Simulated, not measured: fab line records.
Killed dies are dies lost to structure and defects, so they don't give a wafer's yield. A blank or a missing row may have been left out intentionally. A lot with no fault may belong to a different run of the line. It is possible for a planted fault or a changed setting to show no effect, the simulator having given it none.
Chamber matching	flow n5Finfet	4 sister chambers for N5_GATE_CUT_CMP_02 on cmp-01
The step polishes, stops on SiO2, t overpolish 12.7 s, target thk 0 nm. 8 wafers are shown with their chamber, then 10 later ones without.

== EACH WAFER AND ITS CHAMBER ==
wafer	chamber	motorCurrentA (A)	timeToEndpointS (s)
L080.5	0	11.1	20
L081.5	0	10.2	18
L082.3	1	8.3	24
L086.1	3	8.1	27
L086.3	2	7.9	25
L086.5	2	7.8	27
L087.1	1	9.1	27
L087.2	3	8.2	27

== WAFERS WITH NO CHAMBER GIVEN ==
wafer	motorCurrentA (A)	timeToEndpointS (s)
L087.3	7.7	26
L092.1	11.2	21
L092.2	9.1	25
L092.3	7.7	21
L094.2	10.9	22
L094.3	8.6	28
L094.5	7.7	25
L095.1	8.1	23
L095.3	11.2	22
L095.6	8.8	29

== WHICH CHAMBER EACH WENT THROUGH ==
wafer	from the rows above	in truth
L087.3	can't be placed: 2 or 3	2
L092.1	0	0
L092.2	can't be placed: 1 or 3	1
L092.3	can't be placed: 2 or 1 or 3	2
L094.2	0	0
L094.3	can't be placed: 3 or 1 or 2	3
L094.5	can't be placed: 2 or 3 or 1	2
L095.1	can't be placed: 2 or 1 or 3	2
L095.3	0	0
L095.6	can't be placed: 3 or 1 or 2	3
Correct placement for 3 of the 10. Can't be placed from these rows: 7 (the true chamber is among the candidates in 7). 0 placed wrongly.
How it was worked out, from the rows above alone: a wafer's distance from a chamber is the root of the sum, over the readings, of the square of ((its reading less the chamber's mean) divided by the reading's scatter). If the next closest chamber is less than 2 further off than the closest, the wafer can't be placed; otherwise it belongs to the closest. The mean given for a chamber averages the wafers shown for that chamber. The scatter: the root of (the sum of the squares of (reading less its chamber's mean) over the shown wafers, divided by (wafers less chambers)).
